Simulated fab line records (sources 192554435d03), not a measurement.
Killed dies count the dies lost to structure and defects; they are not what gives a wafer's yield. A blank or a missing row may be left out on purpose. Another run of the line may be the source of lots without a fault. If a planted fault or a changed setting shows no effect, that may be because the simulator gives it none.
Chamber matching + flow n5_finfet + N5_BEOL_M8_STRIP_67 on rie_diel-06 has 4 sister chambers
The step strips in CF4. 16 wafers are shown with their chamber, then 8 later ones without.

## WAFERS WITH THEIR CHAMBER
| wafer  | chamber | showerhead_plenum_p_Torr (Torr) | throttle_valve_pct (%) | drypump_motor_current_A (A) |
|--------|---------|---------------------------------|------------------------|-----------------------------|
| L074.2 | 3       | 1.80                            | 13.40                  | 6.0                         |
| L074.3 | 0       | 1.75                            | 13.17                  | 5.6                         |
| L074.4 | 3       | 1.80                            | 13.40                  | 6.0                         |
| L076.3 | 2       | 1.82                            | 13.77                  | 5.6                         |
| L076.4 | 3       | 1.80                            | 13.39                  | 6.0                         |
| L076.6 | 2       | 1.82                            | 13.77                  | 5.7                         |
| L086.2 | 3       | 1.79                            | 13.48                  | 6.1                         |
| L086.5 | 3       | 1.79                            | 13.47                  | 6.1                         |
| L086.6 | 0       | 1.74                            | 13.23                  | 5.5                         |
| L087.1 | 2       | 1.81                            | 13.83                  | 5.6                         |
| L087.4 | 0       | 1.74                            | 13.25                  | 5.6                         |
| L087.5 | 0       | 1.74                            | 13.27                  | 5.5                         |
| L089.2 | 1       | 1.84                            | 13.40                  | 5.9                         |
| L089.4 | 2       | 1.81                            | 13.86                  | 5.7                         |
| L089.6 | 3       | 1.79                            | 13.48                  | 6.0                         |
| L091.1 | 2       | 1.81                            | 13.83                  | 5.6                         |

SIGNATURES, as means of the wafers listed above
| reading                  | chamber 0 | chamber 1 | chamber 2 | chamber 3 | scatter within a chamber |
|--------------------------|-----------|-----------|-----------|-----------|--------------------------|
| showerhead_plenum_p_Torr | 1.7425    | 1.8400    | 1.8140    | 1.7950    | 0.00536                  |
| throttle_valve_pct       | 13.2300   | 13.4000   | 13.8120   | 13.4367   | 0.0426                   |
| drypump_motor_current_A  | 5.550     | 5.900     | 5.640     | 6.033     | 0.0543                   |
Rule: for each reading, subtract the chamber's mean from the wafer's reading, divide by that reading's scatter and square the result; add these up over the readings and take the root, which gives the wafer's distance from the chamber. If the next closest chamber is less than 2 further off than the closest, the wafer can't be placed; otherwise it belongs to the closest. The scatter: the root of (the sum of the squares of (reading less its chamber's mean) over the shown wafers, divided by (wafers less chambers)).

## WAFERS WITHOUT THEIR CHAMBER
| wafer  | showerhead_plenum_p_Torr (Torr) | throttle_valve_pct (%) | drypump_motor_current_A (A) |
|--------|---------------------------------|------------------------|-----------------------------|
| L091.2 | 1.74                            | 13.26                  | 5.5                         |
| L091.6 | 1.79                            | 13.48                  | 6.0                         |
| L094.1 | 1.81                            | 13.85                  | 5.6                         |
| L094.2 | 1.79                            | 13.50                  | 6.1                         |
| L094.4 | 1.74                            | 13.27                  | 5.5                         |
| L097.1 | 1.74                            | 13.29                  | 5.5                         |
| L097.2 | 1.81                            | 13.87                  | 5.7                         |
| L097.6 | 1.79                            | 13.52                  | 6.0                         |

## WHICH CHAMBER EACH WENT THROUGH
| wafer  | from the rows above | in truth |
|--------|---------------------|----------|
| L091.2 | 0                   | 0        |
| L091.6 | 3                   | 3        |
| L094.1 | 2                   | 2        |
| L094.2 | 3                   | 3        |
| L094.4 | 0                   | 0        |
| L097.1 | 0                   | 0        |
| L097.2 | 2                   | 2        |
| L097.6 | 3                   | 3        |
8 of 8 placed correctly. Can't be placed from these rows: 0. 0 placed wrongly.
